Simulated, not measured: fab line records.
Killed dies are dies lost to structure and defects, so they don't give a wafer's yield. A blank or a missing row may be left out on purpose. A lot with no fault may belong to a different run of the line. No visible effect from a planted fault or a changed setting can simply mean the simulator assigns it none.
fab line records	flow n5-finfet
record: lots: 7	wafers: 21
route steps=1938 shown BEOL_M7@1267 BEOL_M8@1332 BEOL_M10@1473
start-h: start of the lot's first displayed wafer, in hours after the record's first day	wait-h: hours from the lot's prior step to this one	" identical to the entry in the row above	L1.1+2: a single row standing in for several wafers	- no value, or no start given	* or withheld: withheld	< > ~ a bound
route shown NAME@n: NAME is a module with steps in the file, n the number in the route of the first one	usual: mean/standard deviation taken from wafers without a fault	same: alike in all rows	chamber/n: place in a boat	sites: the reading at each site	_std_site: standard deviation across them	_edge_site: the outer-site mean with the inner-site mean subtracted	radius-mm: how far each site lies from the wafer's centre	mask NAME#n: copy n	behind: the last tool/chamber to shape the wafer	hold: the reason the lot was held/the length of the hold in hours/how it ended	device: whichever transistor did not switch (one of n, p or np)	end of line: tests of these same wafers at the route's end	a step given without rows: its recipe and nothing more	killed: at the first sort, the dies lost to defects and structure; wafer yield is something else	map: shows each die of a wafer: x if killed, . if not, _ if none is there
set.NAME: the setting the step ran with; set.NAME@STEP: the setting that earlier step ran with	model.NAME: the simulator's own value behind a step, which no gauge read
lots with deliberately changed settings; one table per step, one row per wafer
== steps ==
step: N5_BEOL_M7_HM_DEP_02
recipe: material: TiN	target-thk-a: 200	temp-c: 25	chamber-pressure-pa: 0.49996
lot.wafer	tool	chamber	start-h	wait-h	set.target-thk-a	model.TiN_of_BEOL_M7_HM_DEP_02.thk-nm
L074.2+4	pvd-sputter-01	-	190.25	0.3	200	20
L074.3	"	-	"	"	226.6	22.6
L076.1	pvd-sputter-03	-	210.89	1.6	213.2	21
L076.3	"	-	"	"	213.2	21.4
L076.6	"	-	"	"	200	19.8
L082.1+4	pvd-sputter-01	-	246.93	0.6	200	20
L082.5	"	-	"	"	173.7	17.4
L086.2	pvd-sputter-02	-	265.81	1.2	189.1	18.6
L086.5	"	-	"	"	200	19.6
L086.6	"	-	"	"	200	19.8
L095.2+4	pvd-sputter-01	-	307.49	0.8	200	20
L095.5	"	-	"	"	200	19.8
L094.2	pvd-sputter-01	-	318.81	0.3	200	19.6
L094.3	"	-	"	"	200	19.8
L094.4	"	-	"	"	220.2	21.8
L097.1	pvd-sputter-02	-	329.15	0.3	200	19.6
L097.3	"	-	"	"	200	19.8
L097.6	"	-	"	"	213.6	21.2
step: N5_BEOL_M7_COAT_59
recipe: resist: SOC	temp-c: 250	time-s: 60	spin-rpm: 1500	resist-thk-nm: 100
step: N5_BEOL_M7_COAT_60
recipe: resist: SiARC	temp-c: 220	time-s: 60	spin-rpm: 1500	resist-thk-nm: 35
step: N5_BEOL_M7_STRIP_68
recipe: chemistry: N2/H2	temp-c: 40	n2-flow-sccm: 200	h2-flow-sccm: 200	rf-frequency-hz: 6e+07
step: N5_BEOL_M7_STRIP_67
recipe: chemistry: CF4	resist: SiARC	power-w: 300	bias-power-w: 75	pressure-mtorr: 50	cf4-flow-sccm: 150	rf-frequency-hz: 6e+07
step: N5_BEOL_M7_HM_OPEN_17
recipe: chemistry: Cl2/BCl3	target-depth-a: 200	overetch-a: 60	target: TiN	mask-material: SOC	ion-energy-ev: 150	pressure-mtorr: 10	icp-w: 1000	bias-w: 126	Cl2_flow_sccm: 53.25	bcl3-flow-sccm: 21.75	Ar_flow_sccm: 25
lot.wafer	tool	chamber	start-h	wait-h	set.target-thk-a@BEOL_M7_HM_DEP_02	model.etch.depth-nm
L074.2	rie-metal-01	0	190.99	0.0	200	19.92
L074.3	"	1	"	"	226.6	22.59
L074.4	"	0	"	"	200	19.9
L076.1	rie-metal-03	1	211.67	0.0	213.2	21.06
L076.3	"	1	"	"	213.2	21.3
L076.6	"	0	"	"	200	19.84
L082.1	rie-metal-02	0	247.67	0.0	200	20.02
L082.4	"	1	"	"	200	20.03
L082.5	"	1	"	"	173.7	17.35
L086.2	rie-metal-01	1	266.69	0.0	189.1	18.61
L086.5	"	0	"	"	200	19.69
L086.6	"	1	"	"	200	19.8
L095.2	rie-metal-02	0	308.61	0.0	200	19.92
L095.4	"	1	"	"	200	19.99
L095.5	"	0	"	"	200	19.85
L094.2	rie-metal-02	1	320.15	0.0	200	19.68
L094.3	"	0	"	"	200	19.86
L094.4	"	1	"	"	220.2	21.77
L097.1	rie-metal-02	0	330.33	0.0	200	19.64
L097.3	"	1	"	"	200	19.79
L097.6	"	1	"	"	213.6	21.14
step: N5_BEOL_M8_ILD_DEP_00
recipe: material: SiCOH_lowk	target-thk-a: 1797.5	temp-c: 300	precursor: DEMS/porogen	pressure-torr: 5	rf-w: 500	time-s: 33.4
lot.wafer	tool	chamber	start-h	wait-h	set.time-s	model.SiCOH_lowk_of_BEOL_M8_ILD_DEP_00.thk-nm
L074.2	pecvd-02	1	196.36	0.0	37.4	197.6
L074.3	"	0	"	"	37.4	197.8
L074.4	"	1	"	"	33.4	180
L076.1	pecvd-02	0	216.45	0.0	35.16	185.6
L076.3	"	0	"	"	33.4	180
L076.6	"	1	"	"	33.4	182.2
L082.1	pecvd-03	2	253.21	0.0	33.4	182.2
L082.4	"	2	"	"	36.73	201
L082.5	"	1	"	"	33.4	184.4
L086.2	pecvd-03	2	270.54	0.0	29.86	160.6
L086.5	"	2	"	"	33.4	183
L086.6	"	0	"	"	33.4	181.2
L095.2	pecvd-02	2	314.02	0.0	33.4	175.8
L095.4	"	0	"	"	33.4	180.6
L095.5	"	2	"	"	33.4	181.2
L094.2	pecvd-03	0	325.85	0.0	35.68	189.4
L094.3	"	1	"	"	33.4	178.8
L094.4	"	2	"	"	33.4	183.4
L097.1	pecvd-02	1	334.79	0.0	33.4	176.8
L097.3	"	1	"	"	33.4	178
L097.6	"	0	"	"	33.4	179.8
step: N5_BEOL_M8_CURE_74
recipe: temp-c: 385	time-s: 240	ambient: He/Ar	material: SiCOH_lowk
lot.wafer	tool	chamber	start-h	wait-h	set.time-s@BEOL_M8_ILD_DEP_00	model.SiCOH_lowk_of_BEOL_M8_ILD_DEP_00.thk-nm
L074.2	uv-cure-01	2	196.51	0.1	37.4	170.6
L074.3	"	2	"	"	37.4	170.8
L074.4	"	2	"	"	33.4	155.2
L076.1	uv-cure-02	0	216.53	0.1	35.16	160
L076.3	"	0	"	"	33.4	155.2
L076.6	"	0	"	"	33.4	157.2
L082.1	uv-cure-02	2	253.27	0.0	33.4	157.2
L082.4	"	2	"	"	36.73	173.6
L082.5	"	2	"	"	33.4	159
L086.2	uv-cure-01	2	270.68	0.1	29.86	138.4
L086.5	"	2	"	"	33.4	157.8
L086.6	"	2	"	"	33.4	156.4
L095.2	uv-cure-03	2	314.16	0.1	33.4	151.4
L095.4	"	2	"	"	33.4	155.6
L095.5	"	2	"	"	33.4	156.2
L094.2	uv-cure-03	0	326.25	0.4	35.68	163.4
L094.3	"	0	"	"	33.4	154.2
L094.4	"	0	"	"	33.4	158.2
L097.1	uv-cure-03	1	334.88	0.1	33.4	152.4
L097.3	"	1	"	"	33.4	153.4
L097.6	"	1	"	"	33.4	155
step: N5_BEOL_M8_THK_MEAS_01
recipe: reads: SiCOH_lowk_of_BEOL_M8_ILD_DEP_00
usual: M8_ILD_THK: 155.4/2.1
lot.wafer	tool	chamber	start-h	wait-h	set.time-s@BEOL_M8_ILD_DEP_00	M8_ILD_THK[nm]
L074.2	film-metro-02	-	196.94	0.4	37.4	170.5
L074.3	"	-	"	"	37.4	170.9
L074.4	"	-	"	"	33.4	155.1
L076.1	film-metro-02	-	217.04	0.4	35.16	160.0
L076.3	"	-	"	"	33.4	155.3
L076.6	"	-	"	"	33.4	157.1
L082.1	film-metro-02	-	253.78	0.4	33.4	157.2
L082.4	"	-	"	"	36.73	173.5
L082.5	"	-	"	"	33.4	159.0
L086.2	film-metro-02	-	271.11	0.4	29.86	138.4
L086.5	"	-	"	"	33.4	157.6
L086.6	"	-	"	"	33.4	156.4
L095.2	film-metro-02	-	314.59	0.4	33.4	151.6
L095.4	"	-	"	"	33.4	155.8
L095.5	"	-	"	"	33.4	156.2
L094.2	film-metro-02	-	326.68	0.4	35.68	163.4
L094.3	"	-	"	"	33.4	154.1
L094.4	"	-	"	"	33.4	158.3
L097.1	film-metro-02	-	335.39	0.4	33.4	152.4
L097.3	"	-	"	"	33.4	153.4
L097.6	"	-	"	"	33.4	155.0
step: N5_BEOL_M8_PECVD_70
recipe: material: SiO2	target-thk-a: 200	temp-c: 400	precursor: TEOS/O2	pressure-torr: 5.5	rf-w: 450	teos-flow-sccm: 53.8	gas: O2	flow-sccm: 3000	time-s: 22.7
lot.wafer	tool	chamber	start-h	wait-h	set.temp-c	model.SiO2_of_BEOL_M8_PECVD_70.thk-nm
L074.2	pecvd-03	0	196.97	0.0	400	19.6
L074.3+4	"	0,2	"	"	400	20.2
L076.1	pecvd-01	1	217.08	0.0	400	20.2
L076.3	"	2	"	"	400	19.8
L076.6	"	0	"	"	394.6	20.8
L082.1	pecvd-03	0	253.82	0.0	400	20
L082.4	"	2	"	"	400	20.2
L082.5	"	0	"	"	400	20.4
L086.2	pecvd-02	1	271.15	0.0	407.9	18.6
L086.5	"	1	"	"	400	20
L086.6	"	2	"	"	407.9	19
L095.2	pecvd-02	1	314.63	0.0	400	20
L095.4+5	"	2,1	"	"	400	20.2
L094.2	pecvd-02	0	326.72	0.0	400	20
L094.3	"	1	"	"	400	20.2
L094.4	"	0	"	"	400	20.6
L097.1	pecvd-03	0	335.43	0.0	400	20.2
L097.3	"	1	"	"	400	19.8
L097.6	"	1	"	"	414	18
step: N5_BEOL_M8_PEB_09
recipe: peb-temp-c: withheld	peb-time-s: 60	resist: CAR-ArF
lot.wafer	tool	chamber	start-h	wait-h	set.peb-time-s
L074.2+4	litho-track-05	0	198.52	0.0	60
L074.3	"	0	"	"	63.67
L076.1	litho-track-05	0	218.77	0.1	60
L076.3+6	"	0	"	"	50.35
L082.1+4+5	litho-track-04	0	254.50	0.1	60
L086.2+5+6	litho-track-05	0	273.33	0.0	60
L095.2+4+5	litho-track-05	0	315.70	0.0	60
L094.2+4	litho-track-01	0	327.58	0.0	46.85
L094.3	"	0	"	"	60
L097.1+6	litho-track-04	0	336.21	0.1	60
L097.3	"	0	"	"	63.46
step: N5_BEOL_M8_DEVELOP_10
recipe: develop-time-s: 30	developer: TMAH	resist: CAR-ArF	rinse-liquid: diw	dry: air-spin	dev-temp-c: 23
step: N5_BEOL_M8_CD_MEAS_11
recipe: target-cd-nm: 38.5	landing-energy-ev: 500	detector: se-inlens	polarity: opening
usual: cd-nm: 38.5/0.4
lot.wafer	tool	chamber	start-h	wait-h	set.peb-time-s@BEOL_M8_PEB_09	cd-nm
L074.2	cd-sem-03	0	198.58	-	60	37.7
L074.3	"	0	"	"	63.67	39.8
L074.4	"	0	"	"	60	38.0
L076.1	cd-sem-03	0	218.84	-	60	38.1
L076.3	"	0	"	"	50.35	34.2
L076.6	"	0	"	"	50.35	33.9
L082.1	cd-sem-01	0	254.56	-	60	38.6
L082.4	"	0	"	"	60	38.6
L082.5	"	0	"	"	60	38.8
L086.2	cd-sem-02	0	273.40	-	60	39.4
L086.5	"	0	"	"	60	38.9
L086.6	"	0	"	"	60	39.0
L095.2	cd-sem-02	0	315.77	-	60	39.0
L095.4	"	0	"	"	60	38.7
L095.5	"	0	"	"	60	38.5
L094.2	cd-sem-01	0	327.65	-	46.85	31.6
L094.3	"	0	"	"	60	38.6
L094.4	"	0	"	"	46.85	32.2
L097.1	cd-sem-01	0	336.28	-	60	38.9
L097.3	"	0	"	"	63.46	39.9
L097.6	"	0	"	"	60	38.6
step: N5_BEOL_M8_DESCUM_16
recipe: chemistry: O2	time-s: 7.9	source-power-w: 50	bias-power-w: 20	pressure-mtorr: 20	rf-frequency-hz: 2.712e+07	temp-c: 40	resist: CAR-ArF	o2-flow-sccm: 225
step: N5_BEOL_M8_ETCH_61
recipe: chemistry: CF4	target: SiARC	target-depth-a: 455	mask-material: CAR-ArF	time-s: 75.8	ion-energy-ev: 80	pressure-mtorr: 40	source-w: 545	bias-w: 36	Ar_flow_sccm: 100	cf4-flow-sccm: 100	ends: cleared
lot.wafer	tool	chamber	start-h	wait-h	set.peb-time-s@BEOL_M8_PEB_09	model.BEOL_M8.cd-offset-nm
L074.2	rie-diel-01	3	199.06	0.0	60	-0.6
L074.3	"	1	"	"	63.67	1.2
L074.4	"	3	"	"	60	0
L076.1	rie-diel-06	1	219.37	0.0	60	-0.6
L076.3	"	3	"	"	50.35	-4.2
L076.6	"	2	"	"	50.35	-4.6
L082.1	rie-diel-01	1	256.29	0.0	60	0.2
L082.4+5	"	1,0	"	"	60	0.4
L086.2	rie-diel-01	3	273.52	0.0	60	1
L086.5	"	1	"	"	60	0.6
L086.6	"	0	"	"	60	0.4
L095.2	rie-diel-06	0	316.05	0.0	60	0.2
L095.4	"	1	"	"	60	-0.2
L095.5	"	0	"	"	60	0
L094.2	rie-diel-02	0	328.04	0.0	46.85	-6.6
L094.3	"	3	"	"	60	-0.2
L094.4	"	2	"	"	46.85	-6.4
L097.1	rie-diel-02	2	336.64	0.0	60	0.2
L097.3	"	1	"	"	63.46	1.4
L097.6	"	2	"	"	60	0.8
step: N5_BEOL_M8_ETCH_62
recipe: chemistry: N2/H2	target: SOC	target-depth-a: 1100	overetch-a: 220	mask-material: SiARC	temp-c: 40	time-s: 165	ion-energy-ev: 200	pressure-mtorr: 30	source-w: 840	bias-w: 150	n2-flow-sccm: 200	h2-flow-sccm: 200
usual: rf-vpp-V: 524.6/2.9
lot.wafer	tool	chamber	start-h	wait-h	set.bias-w	rf-vpp-V	model.SiARC_of_BEOL_M8_COAT_60.thk-nm
L074.2	rie-diel-01	3	199.12	0.0	140.5	506.1	29
L074.3	"	1	"	"	140.5	505.0	29
L074.4	"	3	"	"	140.5	505.2	29
L076.1	rie-diel-06	1	219.42	0.0	150	522.1	28.6
L076.3	"	3	"	"	141.4	505.9	28.8
L076.6	"	2	"	"	150	525.4	28.4
L082.1	rie-diel-01	1	256.38	0.1	150	528.4	28.2
L082.4	"	1	"	"	142.8	511.0	28.8
L082.5	"	0	"	"	150	520.9	28.6
L086.2	rie-diel-01	3	273.58	0.0	161.4	552.1	27.6
L086.5	"	1	"	"	161.4	551.9	27.6
L086.6	"	0	"	"	150	520.3	28.4
L095.2	rie-diel-06	0	316.11	0.0	150	522.7	28.4
L095.4	"	1	"	"	150	522.8	28.4
L095.5	"	0	"	"	150	522.1	28.2
L094.2	rie-diel-02	0	328.10	0.0	163.5	556.1	27.6
L094.3	"	3	"	"	150	519.8	28.2
L094.4	"	2	"	"	150	527.5	28.4
L097.1	rie-diel-02	2	336.69	0.0	172.6	575.7	27.2
L097.3	"	1	"	"	150	526.5	28.2
L097.6	"	2	"	"	150	527.5	28.4
step: N5_BEOL_M8_STRIP_68
recipe: chemistry: N2/H2	temp-c: 40	n2-flow-sccm: 200	h2-flow-sccm: 200	rf-frequency-hz: 6e+07
step: N5_BEOL_M8_STRIP_67
recipe: chemistry: CF4	resist: SiARC	power-w: 300	bias-power-w: 75	pressure-mtorr: 50	cf4-flow-sccm: 150	rf-frequency-hz: 6e+07
step: N5_BEOL_M8_HM_OPEN_17
recipe: chemistry: Cl2/BCl3	target-depth-a: 200	overetch-a: 60	target: TiN	mask-material: SOC	ion-energy-ev: 150	pressure-mtorr: 10	icp-w: 1000	bias-w: 126	Cl2_flow_sccm: 53.25	bcl3-flow-sccm: 21.75	Ar_flow_sccm: 25
lot.wafer	tool	chamber	start-h	wait-h	set.peb-time-s@BEOL_M8_PEB_09	model.BEOL_M8.cd-offset-nm
L074.2	rie-metal-03	1	199.30	0.0	60	-0.6
L074.3	"	0	"	"	63.67	1.2
L074.4	"	1	"	"	60	0.2
L076.1	rie-metal-02	0	219.61	0.0	60	-0.6
L076.3	"	0	"	"	50.35	-4.2
L076.6	"	0	"	"	50.35	-4.4
L082.1+5	rie-metal-01	0	256.65	0.0	60	-0.2
L082.4	"	1	"	"	60	0.2
L086.2	rie-metal-02	0	273.77	0.0	60	1.2
L086.5	"	0	"	"	60	0.6
L086.6	"	1	"	"	60	0.2
L095.2	rie-metal-02	1	316.29	0.0	60	0
L095.4	"	0	"	"	60	-0.4
L095.5	"	1	"	"	60	-0.2
L094.2	rie-metal-02	0	328.28	0.0	46.85	-6
L094.3	"	0	"	"	60	-0.2
L094.4	"	1	"	"	46.85	-6.4
L097.1	rie-metal-03	0	336.88	0.0	60	0.2
L097.3	"	0	"	"	63.46	1.6
L097.6	"	1	"	"	60	1
step: N5_BEOL_M8_STRIP_19
recipe: chemistry: O2	power-w: 400	temp-c: 40	pressure-mtorr: 30	rf-frequency-hz: 6e+07	bias-power-w: 0	overash-fraction: 0.2	o2-flow-sccm: 225
step: N5_BEOL_M8_CD_MEAS_18
recipe: pitch-nm: 80	target-cd-nm: 40
usual: cd-nm: 40.0/0.48
lot.wafer	tool	chamber	start-h	wait-h	set.peb-time-s@BEOL_M8_PEB_09	cd-nm
L074.2	cd-sem-02	-	199.61	0.1	60	39.1
L074.3	"	-	"	"	63.67	41.0
L074.4	"	-	"	"	60	39.6
L076.1	cd-sem-02	-	219.79	0.0	60	39.3
L076.3	"	-	"	"	50.35	35.7
L076.6	"	-	"	"	50.35	35.7
L082.1	cd-sem-02	-	256.86	0.0	60	39.5
L082.4	"	-	"	"	60	40.1
L082.5	"	-	"	"	60	40.1
L086.2	cd-sem-03	-	273.95	0.1	60	40.9
L086.5	"	-	"	"	60	40.8
L086.6	"	-	"	"	60	40.3
L095.2	cd-sem-01	-	316.62	0.1	60	40.1
L095.4	"	-	"	"	60	39.5
L095.5	"	-	"	"	60	39.7
L094.2	cd-sem-03	-	328.47	0.1	46.85	33.5
L094.3	"	-	"	"	60	39.8
L094.4	"	-	"	"	46.85	33.4
L097.1	cd-sem-03	-	337.13	0.0	60	40.2
L097.3	"	-	"	"	63.46	41.9
L097.6	"	-	"	"	60	40.9
step: N5_BEOL_M8_COAT_63
recipe: resist: SOC	temp-c: 250	time-s: 60	spin-rpm: 1500	resist-thk-nm: 60
step: N5_BEOL_M8_COAT_64
recipe: resist: SiARC	temp-c: 220	time-s: 60	spin-rpm: 1500	resist-thk-nm: 12
step: N5_BEOL_M8_STRIP_80
recipe: chemistry: N2/H2	time-s: 10	power-w: 450	temp-c: 40	pressure-mtorr: 20	rf-frequency-hz: 6e+07	bias-power-w: 7	n2-flow-sccm: 200	h2-flow-sccm: 200
step: N5_BEOL_M8_HM_STRIP_39
recipe: chemistry: peroxide-tin-strip	material: TiN	target-depth-a: 250	temp-c: 50	time-s: 158
lot.wafer	tool	chamber	start-h	wait-h	set.temp-c@BEOL_M8_PECVD_70	model.SiO2_of_BEOL_M8_PECVD_70.thk-nm
L074.2	wet-bench-04	1	201.11	0.0	400	19.4
L074.3+4	"	2,5	"	"	400	20
L076.1	wet-bench-04	3	222.75	0.0	400	20
L076.3	"	2	"	"	400	19.6
L076.6	"	0	"	"	394.6	20.6
L082.1	wet-bench-04	4	259.03	0.0	400	19.8
L082.4	"	6	"	"	400	20
L082.5	"	1	"	"	400	20.2
L086.2	wet-bench-01	0	274.98	0.0	407.9	18.4
L086.5	"	1	"	"	400	20
L086.6	"	7	"	"	407.9	18.8
L095.2	wet-bench-01	4	317.77	0.0	400	19.8
L095.4	"	1	"	"	400	20.2
L095.5	"	5	"	"	400	20
L094.2	wet-bench-04	5	329.44	0.0	400	19.8
L094.3	"	4	"	"	400	20.2
L094.4	"	6	"	"	400	20.4
L097.1	wet-bench-06	5	338.36	0.0	400	20
L097.3	"	0	"	"	400	19.6
L097.6	"	3	"	"	414	17.8
step: N5_BEOL_M8_SRD_40
recipe: time-s: 30	temp-c: 23	rinse-liquid: diw	dry: ipa-marangoni
step: N5_BEOL_M8_PRECLEAN_42
recipe: chemistry: residue-remover	time-s: 60	temp-c: 40
step: N5_BEOL_M8_SRD_43
recipe: time-s: 30	temp-c: 23	rinse-liquid: diw	dry: ipa-marangoni
step: N5_BEOL_M8_CD_MEAS_35
recipe: target-cd-nm: 40	polarity: opening
usual: cd-nm: 40.0/0.51
lot.wafer	tool	chamber	start-h	wait-h	set.peb-time-s@BEOL_M8_PEB_09	cd-nm
L074.2	cd-sem-02	-	201.23	0.0	60	39.2
L074.3	"	-	"	"	63.67	41.4
L074.4	"	-	"	"	60	39.9
L076.1	cd-sem-01	-	222.87	0.0	60	38.9
L076.3	"	-	"	"	50.35	35.6
L076.6	"	-	"	"	50.35	35.7
L082.1	cd-sem-02	-	259.15	0.0	60	40.1
L082.4	"	-	"	"	60	40.1
L082.5	"	-	"	"	60	40.0
L086.2	cd-sem-02	-	275.10	0.0	60	40.8
L086.5	"	-	"	"	60	40.9
L086.6	"	-	"	"	60	40.1
L095.2	cd-sem-01	-	317.90	0.0	60	39.7
L095.4	"	-	"	"	60	39.4
L095.5	"	-	"	"	60	39.7
L094.2	cd-sem-01	-	329.57	0.0	46.85	34.1
L094.3	"	-	"	"	60	39.7
L094.4	"	-	"	"	46.85	33.6
L097.1	cd-sem-03	-	338.48	0.0	60	40.3
L097.3	"	-	"	"	63.46	41.4
L097.6	"	-	"	"	60	41.5
step: N5_BEOL_M10_PECVD_70
recipe: material: SiO2	target-thk-a: 200	temp-c: 400	precursor: TEOS/O2	pressure-torr: 5.5	rf-w: 450	teos-flow-sccm: 53.8	gas: O2	flow-sccm: 3000	time-s: 22.7
lot.wafer	tool	chamber	start-h	wait-h	set.time-s	model.SiO2_of_BEOL_M10_PECVD_70.thk-nm
L074.2	pecvd-04	2	213.69	0.0	20.83	18.2
L074.3	"	1	"	"	22.7	19.8
L074.4	"	1	"	"	22.7	20.2
L076.1	pecvd-03	0	233.63	0.0	22.7	19.6
L076.3	"	1	"	"	25.54	21.6
L076.6	"	1	"	"	22.7	19.8
L082.1+5	pecvd-03	2,1	269.32	0.0	21.53	18.4
L082.4	"	0	"	"	22.7	19.8
L086.2	pecvd-02	2	286.67	0.0	25.1	21.6
L086.5	"	0	"	"	22.7	20
L086.6	"	2	"	"	22.7	19.8
L095.2+4	pecvd-03	0,1	329.56	0.0	22.7	19.8
L095.5	"	2	"	"	22.7	20
L094.2	pecvd-04	0	339.04	0.0	22.7	19.8
L094.3	"	2	"	"	22.7	20.2
L094.4	"	0	"	"	21.17	19
L097.1	pecvd-02	1	350.88	0.0	22.7	19.8
L097.3	"	0	"	"	22.7	19.6
L097.6	"	1	"	"	24.97	22
step: N5_BEOL_M10_HM_DEP_02
recipe: material: TiN	target-thk-a: 200	temp-c: 25	chamber-pressure-pa: 0.49996
step: N5_BEOL_M10_COAT_59
recipe: resist: SOC	temp-c: 250	time-s: 60	spin-rpm: 1500	resist-thk-nm: 100
step: N5_BEOL_M10_STRIP_77
recipe: chemistry: N2/H2	time-s: 10	power-w: 450	temp-c: 40	pressure-mtorr: 20	rf-frequency-hz: 6e+07	bias-power-w: 7	n2-flow-sccm: 200	h2-flow-sccm: 200
step: N5_BEOL_M10_HM_STRIP_39
recipe: chemistry: peroxide-tin-strip	material: TiN	target-depth-a: 250	temp-c: 50	time-s: 158
lot.wafer	tool	chamber	start-h	wait-h	set.time-s@BEOL_M10_PECVD_70	model.SiO2_of_BEOL_M10_PECVD_70.thk-nm
L074.2	wet-bench-06	0	219.01	0.0	20.83	18
L074.3	"	2	"	"	22.7	19.6
L074.4	"	7	"	"	22.7	20
L076.1	wet-bench-04	2	238.02	0.1	22.7	19.4
L076.3	"	4	"	"	25.54	21.6
L076.6	"	3	"	"	22.7	19.6
L082.1+5	wet-bench-04	0,1	272.85	0.0	21.53	18.2
L082.4	"	3	"	"	22.7	19.6
L086.2	wet-bench-01	6	290.96	0.0	25.1	21.4
L086.5	"	5	"	"	22.7	19.8
L086.6	"	1	"	"	22.7	19.6
L095.2+4	wet-bench-04	4,3	333.20	0.0	22.7	19.6
L095.5	"	7	"	"	22.7	19.8
L094.2	wet-bench-04	7	344.34	0.0	22.7	19.6
L094.3	"	2	"	"	22.7	20
L094.4	"	6	"	"	21.17	18.8
L097.1	wet-bench-04	1	355.50	0.0	22.7	19.8
L097.3	"	7	"	"	22.7	19.4
L097.6	"	2	"	"	24.97	21.8
== key ==
split: step: N5_BEOL_M7_HM_DEP_02	setting: target-thk-a	stated: 200	by: wafer
response: step: N5_BEOL_M7_HM_DEP_02	reading: model.TiN_of_BEOL_M7_HM_DEP_02.thk-nm	change: +0.202	per: 1%	r: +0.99
response: step: N5_BEOL_M7_HM_OPEN_17	reading: model.etch.depth-nm	change: +0.202	per: 1%	r: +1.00
split: step: N5_BEOL_M8_ILD_DEP_00	setting: time-s	stated: 33.4	by: wafer
response: step: N5_BEOL_M8_ILD_DEP_00	reading: model.SiCOH_lowk_of_BEOL_M8_ILD_DEP_00.thk-nm	change: +1.62	per: 1%	r: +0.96
response: step: N5_BEOL_M8_CURE_74	reading: model.SiCOH_lowk_of_BEOL_M8_ILD_DEP_00.thk-nm	change: +1.41	per: 1%	r: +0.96
response: step: N5_BEOL_M8_THK_MEAS_01	reading: M8_ILD_THK	change: +1.41	per: 1%	r: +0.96
split: step: N5_BEOL_M8_PECVD_70	setting: temp-c	stated: 400	by: wafer
response: step: N5_BEOL_M8_PECVD_70	reading: model.SiO2_of_BEOL_M8_PECVD_70.thk-nm	change: -0.581	per: 1%	r: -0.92
response: step: N5_BEOL_M8_HM_STRIP_39	reading: model.SiO2_of_BEOL_M8_PECVD_70.thk-nm	change: -0.603	per: 1%	r: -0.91
split: step: N5_BEOL_M8_PEB_09	setting: peb-time-s	stated: 60	by: wafer
response: step: N5_BEOL_M8_CD_MEAS_11	reading: cd-nm	change: +0.284	per: 1%	r: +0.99
response: step: N5_BEOL_M8_ETCH_61	reading: model.BEOL_M8.cd-offset-nm	change: +0.264	per: 1%	r: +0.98
response: step: N5_BEOL_M8_HM_OPEN_17	reading: model.BEOL_M8.cd-offset-nm	change: +0.254	per: 1%	r: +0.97
response: step: N5_BEOL_M8_CD_MEAS_18	reading: cd-nm	change: +0.264	per: 1%	r: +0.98
response: step: N5_BEOL_M8_CD_MEAS_35	reading: cd-nm	change: +0.243	per: 1%	r: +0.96
split: step: N5_BEOL_M8_ETCH_62	setting: bias-w	stated: 150	by: wafer
response: step: N5_BEOL_M8_ETCH_62	reading: rf-vpp-V	change: +3.4	per: 1%	r: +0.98
response: step: N5_BEOL_M8_ETCH_62	reading: model.SiARC_of_BEOL_M8_COAT_60.thk-nm	change: -0.0773	per: 1%	r: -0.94
split: step: N5_BEOL_M10_PECVD_70	setting: time-s	stated: 22.7	by: wafer
response: step: N5_BEOL_M10_PECVD_70	reading: model.SiO2_of_BEOL_M10_PECVD_70.thk-nm	change: +0.184	per: 1%	r: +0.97
response: step: N5_BEOL_M10_HM_STRIP_39	reading: model.SiO2_of_BEOL_M10_PECVD_70.thk-nm	change: +0.187	per: 1%	r: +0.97
